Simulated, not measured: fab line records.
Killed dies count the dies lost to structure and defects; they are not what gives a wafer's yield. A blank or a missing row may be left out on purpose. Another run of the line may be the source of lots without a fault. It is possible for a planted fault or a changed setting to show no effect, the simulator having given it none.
Matching of chambers | flow n5 finfet | 4 sister chambers for N5_DUMMY_REMOVAL_STRIP_10 on rie diel-02
The step strips in N2/H2, time 40 s. 18 wafers are shown with their chamber, then 9 later ones without.

WAFERS PAIRED WITH THEIR CHAMBERS
wafer  | chamber | showerhead plenum p Torr (Torr) | throttle valve pct (%) | oes product au (a.u.)
L075.2 | 1       | 3.14                            | 11.77                  | 0.79
L075.4 | 2       | 3.32                            | 12.16                  | 0.68
L075.6 | 3       | 3.48                            | 12.27                  | 0.70
L080.3 | 3       | 3.47                            | 12.28                  | 0.69
L080.5 | 2       | 3.32                            | 12.20                  | 0.68
L080.6 | 1       | 3.13                            | 11.80                  | 0.79
L081.2 | 3       | 3.47                            | 12.29                  | 0.69
L081.3 | 2       | 3.31                            | 12.19                  | 0.68
L081.4 | 0       | 3.39                            | 12.37                  | 0.75
L082.2 | 1       | 3.13                            | 11.81                  | 0.78
L082.4 | 0       | 3.39                            | 12.40                  | 0.77
L082.6 | 2       | 3.31                            | 12.20                  | 0.68
L083.1 | 2       | 3.31                            | 12.20                  | 0.68
L083.2 | 3       | 3.47                            | 12.31                  | 0.68
L083.3 | 1       | 3.13                            | 11.80                  | 0.77
L085.1 | 0       | 3.39                            | 12.40                  | 0.76
L085.3 | 3       | 3.47                            | 12.30                  | 0.69
L085.5 | 0       | 3.39                            | 12.40                  | 0.76

SIGNATURES, as means of the wafers listed above
reading                  | chamber 0 | chamber 1 | chamber 2 | chamber 3 | scatter within a chamber
showerhead plenum p Torr | 3.3900    | 3.1325    | 3.3140    | 3.4720    | 0.00443
throttle valve pct       | 12.3925   | 11.7950   | 12.1900   | 12.2900   | 0.0164
oes product au           | 0.7600    | 0.7825    | 0.6800    | 0.6900    | 0.00694
Rule: for a wafer and a chamber, the distance is found by dividing, reading by reading, the gap between the wafer's reading and the chamber's mean by the reading's scatter, squaring, summing and taking the root. The wafer belongs to the nearest chamber; if the next one is less than 2 further off, it can't be placed. The scatter: take each reading less its chamber's mean, square it, sum over the shown wafers, divide by the number of wafers less the number of chambers, and take the root.

WAFERS MISSING THEIR CHAMBER
wafer  | showerhead plenum p Torr (Torr) | throttle valve pct (%) | oes product au (a.u.)
L088.1 | 3.13                            | 11.81                  | 0.77
L088.4 | 3.13                            | 11.81                  | 0.78
L088.6 | 3.46                            | 12.32                  | 0.69
L091.2 | 3.38                            | 12.43                  | 0.74
L091.5 | 3.38                            | 12.41                  | 0.75
L091.6 | 3.12                            | 11.84                  | 0.76
L096.1 | 3.30                            | 11.61                  | 0.94
L096.4 | 3.37                            | 12.46                  | 0.73
L096.5 | 3.46                            | 11.70                  | 0.94

WHICH CHAMBER EACH ONE RAN IN
wafer  | from the rows above     | in truth
L088.1 | 1                       | 1
L088.4 | 1                       | 1
L088.6 | 3                       | 3
L091.2 | 0                       | 0
L091.5 | 0                       | 0
L091.6 | 1                       | 1
L096.1 | 1                       | 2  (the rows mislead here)
L096.4 | 0                       | 0
L096.5 | can't be placed: 3 or 0 | 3
7 of 9 placed correctly. Not placeable from these rows: 1 (in 1, the candidates include the true chamber). Number placed wrongly: 1.
